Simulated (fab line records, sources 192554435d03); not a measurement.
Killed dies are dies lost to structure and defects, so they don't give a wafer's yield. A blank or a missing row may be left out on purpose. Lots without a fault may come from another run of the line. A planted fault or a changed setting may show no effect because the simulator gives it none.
A struck lot beside a sound one | flow n5_finfet | 15 steps out of a route of 1938
Sound: wafers L854.1, L854.3, L854.5. Struck: wafers L865.1, L865.4, L865.5. The cause comes at the end.
At each step with rows: each side's tool, then ch and its chambers, then its first start. Under that, the readings that differ: sound wafers | struck wafers | difference of the means | sigmas: that difference in standard deviations of wafers without a fault.
alike: readings whose means differ by less than 2 such deviations, and words and numbers that are the same on both sides. not compared: withheld readings, readings that some wafer has no value for, bounds like >300 that may hide the same value, and numbers for which the record gives no deviation and whose values overlap.
The two part at a step that has a row with sigmas, a row that says differs or no value, or rows on one side only. Numbers that don't overlap but have no deviation are shown without sigmas and don't part them. A reading that every wafer of one side lacks parts them only if that side has two wafers or more.

first, 7 steps without rows for these wafers: N5_BEOL_M6_COAT_60 (time 60 s, resist thk 35 nm); N5_BEOL_M6_COAT_05 (resist thk 90 nm); N5_BEOL_M6_EBR_07; N5_BEOL_M6_SOFTBAKE_06 (time 60 s); N5_BEOL_M6_EXPOSE_08 (exposes mask M6); N5_BEOL_M6_PEB_09 (peb time 60 s); N5_BEOL_M6_DEVELOP_10 (develop time 30 s).
N5_BEOL_M6_CD_MEAS_11: target cd 38.5 nm.
  sound on cd_sem-01 ch 0, day 9 08:32; struck on cd_sem-01 ch 0, day 11 23:23
  alike: cd_nm
N5_BEOL_M6_OVL_MEAS_12:
  sound on overlay-01 ch 0, day 9 08:34; struck on overlay-01 ch 0, day 11 23:25
  alike: M6_OVL
N5_BEOL_M6_INSPECT_13: inspects for defects (brightfield).
  sound on defect_inspect-01, day 9 08:35; struck on defect_inspect-01, day 11 23:26
  alike: raw_defect_count
N5_BEOL_M6_DESCUM_16: chemistry O2, time 7.9 s.
  sound on rie_diel-04 ch 1,3, day 9 08:40; struck on rie_diel-01 ch 1,3, day 11 23:44
  reading      | sound             | struck            | difference | sigmas
  rf_vpp_V (V) | 241.3 241.7 241.9 | 245.3 243.9 242.9 | +2.4       | +2
  alike: bias_power_w, drypump_motor_current_A, oes_product_au, showerhead_plenum_p_Torr, throttle_valve_pct
  not compared: rf_hours_counter_h
N5_BEOL_M6_ETCH_61: etches SiARC in CF4, target depth 45.5 nm, time 75.8 s.
  sound on rie_diel-04 ch 1,3, day 9 08:41; struck on rie_diel-01 ch 1,3, day 11 23:46
  alike: bias_w, drypump_motor_current_A, etch_rf_on_time_s, oes_product_au, rf_vpp_V, showerhead_plenum_p_Torr, throttle_valve_pct
  not compared: rf_hours_counter_h
N5_BEOL_M6_ETCH_62: etches SOC in N2/H2, target depth 110 nm, overetch 22 nm, time 165 s.
  sound on rie_diel-04 ch 1,3, day 9 08:45; struck on rie_diel-01 ch 1,3, day 11 23:49
  reading                                    | sound             | struck            | difference | sigmas
  bias_w (W)                                 | 150.7 150.5 150.8 | 137.1 137.1 136.9 | -13.6      | -33
  rf_vpp_V (V)                               | 521.9 522.5 522.0 | 496.2 494.4 496.3 | -26.5      | -13
  model.SiARC_of_BEOL_M6_COAT_60.thk_nm (nm) | 28.6 28.6 28.6    | 29 28.8 28.8      | +0         |
  alike: drypump_motor_current_A, oes_product_au, showerhead_plenum_p_Torr, throttle_valve_pct
  not compared: rf_hours_counter_h
then, 1 step without rows for these wafers: N5_BEOL_M6_STRIP_68 (strips in N2/H2).
N5_PASSIVATION_PROBE_49:
  the record has rows for the sound wafers here (prober-01, day 12 19:46) and none for the struck ones

WHERE THEY PART
First at N5_BEOL_M6_DESCUM_16; last, within this record, at N5_PASSIVATION_PROBE_49.

WHY: what the simulator had put in
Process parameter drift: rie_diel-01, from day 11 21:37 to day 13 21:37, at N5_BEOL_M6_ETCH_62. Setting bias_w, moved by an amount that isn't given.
